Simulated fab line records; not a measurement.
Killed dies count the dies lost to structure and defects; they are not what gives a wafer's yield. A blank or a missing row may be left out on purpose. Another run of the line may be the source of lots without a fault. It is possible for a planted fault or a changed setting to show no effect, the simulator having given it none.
One fault seen from 2 desks ; flow n5_finfet ; only its own numbers are on each desk; what lay behind them is given at the end

== TOOL OWNER'S DESK, ald_sin-01 ==
The tool's own readings at N5_FIN_SAQP_SPACER1_ALD_24 (deposits SiO2, target thk 20.3 nm, pulse time 1 s, purge time 2 s): means of the sampled wafers that have a number, for each lot that ran on this tool. Any lot whose mean is over 4 standard deviations away from the usual mean is out of limits and marked OUT; that distance is given in the brackets.
Columns: A = heater_power_w at N5_FIN_SAQP_SPACER1_ALD_24, usual 464 W; B = precursor_pulse_height_rel at N5_FIN_SAQP_SPACER1_ALD_24, usual 0.999; C = susceptor_temp_C at N5_FIN_SAQP_SPACER1_ALD_24, usual 300.02 C
lot;first seen here;A;B;C
L785;day 2 23:11;501;1.006;300.06
L786;day 3 05:22;470;1.005;299.95
L792;day 4 18:02;418;1.002;300.27
L797;day 5 23:11;514;0.979;311.70 (+61) OUT
L800;day 6 17:34;539;1.011;311.64 (+61) OUT
This desk's verdict: out of limits on L797, L800, starting with L797 at day 5 23:11 (susceptor_temp_C at N5_FIN_SAQP_SPACER1_ALD_24). Within limits: L785, L786, L792.

== FROM THE METROLOGY DESK ==
What the gauges read for every lot (on any tool): the sampled wafers with a number, averaged. Any lot whose mean is over 4 standard deviations away from the usual mean is out of limits and marked OUT; that distance is given in the brackets. Only the readings that lie furthest out on some lot appear, 7 of the 11 it has.
Columns: A = cd_nm at N5_FIN_SAQP_CD_MEAS_27, usual 20.25 nm; B = DIBL_N at N5_BEOL_M4_RC_MEAS_101, usual 36.8 mV/V; C = DIBL_P at N5_BEOL_M4_RC_MEAS_101, usual 37.1 mV/V; D = IOFF_N at N5_BEOL_M4_RC_MEAS_101, usual 0.168 nA/um; E = IOFF_P at N5_BEOL_M4_RC_MEAS_101, usual 0.22 nA/um; F = ION_N at N5_BEOL_M4_RC_MEAS_101, usual 679 uA/um; G = VT_P at N5_BEOL_M4_RC_MEAS_101, usual -250 mV
lot;first seen here;A;B;C;D;E;F;G
L782;day 2 06:49;20.45;37.6;38.8;0.194;0.27;684;-247
L785;day 3 00:14;20.39;37.0;38.6;0.172;0.24;681;-249
L786;day 3 06:17;20.54;37.2;36.4;0.175;0.22;675;-248
L790;day 4 06:16;20.18;37.1;38.3;0.183;0.20;680;-255
L792;day 4 19:13;20.17;34.5;33.3;0.132;0.17;667;-254
L797;day 6 00:06;19.84;37.0;37.0;0.169;0.23;687;-248
L798;day 6 06:21;20.02;35.8;36.7;0.142;0.22;677;-250
L800;day 6 18:28;19.68;35.3;36.0;0.136;0.19;666;-252
L802;day 7 06:16;20.06;37.8;37.8;0.188;0.24;698;-249
L803;day 7 12:32;20.20;34.9;34.7;0.146;0.22;679;-248
This desk's verdict: no lot among the 10 shows anything out of limits.

== ALL TOGETHER ==
On L797, L800, at day 5 23:11, an alarm was possible from the tool owner's desk.
The metrology desk saw nothing out of limits.
The metrology desk holds a record of L797, L800, inside its limits.
Of the lots named, all ran N5_FIN_SAQP_SPACER1_ALD_24 on ald_sin-01.

== WHAT THE SIMULATOR HAD INSERTED ==
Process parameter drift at N5_FIN_SAQP_SPACER1_ALD_24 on ald_sin-01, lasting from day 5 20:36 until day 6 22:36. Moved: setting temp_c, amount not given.
Lots struck among those shown: L797, L800.
Delay in hours, fault start to first out-of-limits reading, by desk: the tool owner's desk at 3.
